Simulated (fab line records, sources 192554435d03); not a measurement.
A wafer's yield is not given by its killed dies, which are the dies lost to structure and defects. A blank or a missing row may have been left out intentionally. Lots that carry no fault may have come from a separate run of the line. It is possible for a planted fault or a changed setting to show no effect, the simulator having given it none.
The tool behind it: which one? ; flow n5 finfet ; 10 lots, 29 wafers sampled, at 5 steps of a route of 1938

WHAT EACH GAUGE READ, for each wafer
N5_BEOL_M13_THK_MEAS_01.
lot;measured;on;M13_ILD_THK (nm)
L917;day 13 18:52;film metro-01;823 841 844
L919;day 13 23:04;film metro-01;820 836 840
L920;day 14 15:43;film metro-01;838 853 840
L922;day 14 21:02;film metro-01;851 854 863
L923;day 16 12:55;film metro-01;832 973 854
L928;day 17 08:27;film metro-01;832 846 970
L931;day 17 13:40;film metro-02;829 982
L933;day 18 03:56;film metro-02;827 843 835
L934;day 18 06:46;film metro-02;839 836 840
L939;day 19 08:58;film metro-02;824 839 841

EACH LOT AND THE TOOL THAT RAN IT (in order: tool; ch and the chambers of the sampled wafers; start)
lot;N5_BEOL_M12_ETCH_38;N5_BEOL_M12_PRE_CLEAN_42;N5_BEOL_M12_SPUTTER_43;N5_BEOL_M13_ILD_DEP_00
L917;rie diel-05 ch 2,3, day 13 17:09;pvd sputter-03, day 13 17:29;pvd sputter-03, day 13 17:31;pecvd-04 ch 0,1,2, day 13 18:43
L919;rie diel-03 ch 0,2,3, day 13 20:55;pvd sputter-02, day 13 21:40;pvd sputter-02, day 13 21:42;pecvd-03 ch 0,2, day 13 22:54
L920;rie diel-05 ch 2,3, day 14 13:35;pvd sputter-01, day 14 14:15;pvd sputter-01, day 14 14:17;pecvd-04 ch 0,2, day 14 15:30
L922;rie diel-02 ch 0,1, day 14 19:16;pvd sputter-01, day 14 19:38;pvd sputter-01, day 14 19:41;pecvd-03 ch 0,1,2, day 14 20:56
L923;rie diel-02 ch 0,2,3, day 16 10:47;pvd sputter-02, day 16 11:22;pvd sputter-02, day 16 11:25;pecvd-04 ch 0,1, day 16 12:43
L928;rie diel-02 ch 0,2,3, day 17 06:37;pvd sputter-01, day 17 07:02;pvd sputter-01, day 17 07:04;pecvd-04 ch 1,2, day 17 08:18
L931;rie diel-03 ch 1, day 17 11:50;pvd sputter-02, day 17 12:14;pvd sputter-02, day 17 12:17;pecvd-04 ch 0,2, day 17 13:31
L933;rie diel-05 ch 0,1,3, day 18 02:07;pvd sputter-03, day 18 02:32;pvd sputter-03, day 18 02:35;pecvd-02 ch 0,1,2, day 18 03:47
L934;rie diel-05 ch 0,1,2, day 18 02:58;pvd sputter-03, day 18 05:18;pvd sputter-03, day 18 05:20;pecvd-03 ch 0,1,2, day 18 06:37
L939;rie diel-03 ch 0,1, day 19 06:41;pvd sputter-03, day 19 07:10;pvd sputter-03, day 19 07:12;pecvd-02 ch 0,2, day 19 08:49
- N5_BEOL_M12_ETCH_38: etches SiCN in CF4/N2, target depth 68.7 nm, time 73.4 s.
- N5_BEOL_M12_PRE_CLEAN_42: time 30 s.
- N5_BEOL_M12_SPUTTER_43: material TaN, target thk 15 nm, time 24.19 s.
- N5_BEOL_M13_ILD_DEP_00: deposits SiOC from DEMS/O2, target thk 837.92 nm, time 166.4 s.

THE ANSWER, worked out from the rows above alone
Rule: what is usual is taken from the lots themselves. Put in order of their means at a reading, lots are off if they are a third of the lots or fewer, leave a main group of 4 or more, and stand apart from it by a gap of 3 or more times the standard deviation of the main group's means; of several such gaps the widest counts. The tables above print the reading to a certain number of digits; a main group whose means all agree to those digits is not used. A lot without any number at a reading at which 4 lots or more have one is off too. Where the step has rows for the other lots, those lots are counted as sound.
Off: L923, L928, L931, at N5_BEOL_M13_THK_MEAS_01 (M13_ILD_THK). For the main group the mean is 839 nm and the standard deviation 7.6.
A tool fits if, at a process step before that reading, it ran every lot that is off, and no sound lot after the first of them. Gauges at N5_BEOL_M13_THK_MEAS_01: tried the same way as those tools. One fits: pecvd-04 at N5_BEOL_M13_ILD_DEP_00. A fault onset in the window from L920 (day 14 15:30, its last sound lot) to L923 (day 16 12:43, its first lot off) fits.

WHAT THE SIMULATOR HAD PUT IN
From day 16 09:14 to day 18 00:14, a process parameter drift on pecvd-04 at N5_BEOL_M13_ILD_DEP_00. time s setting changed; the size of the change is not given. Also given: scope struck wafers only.
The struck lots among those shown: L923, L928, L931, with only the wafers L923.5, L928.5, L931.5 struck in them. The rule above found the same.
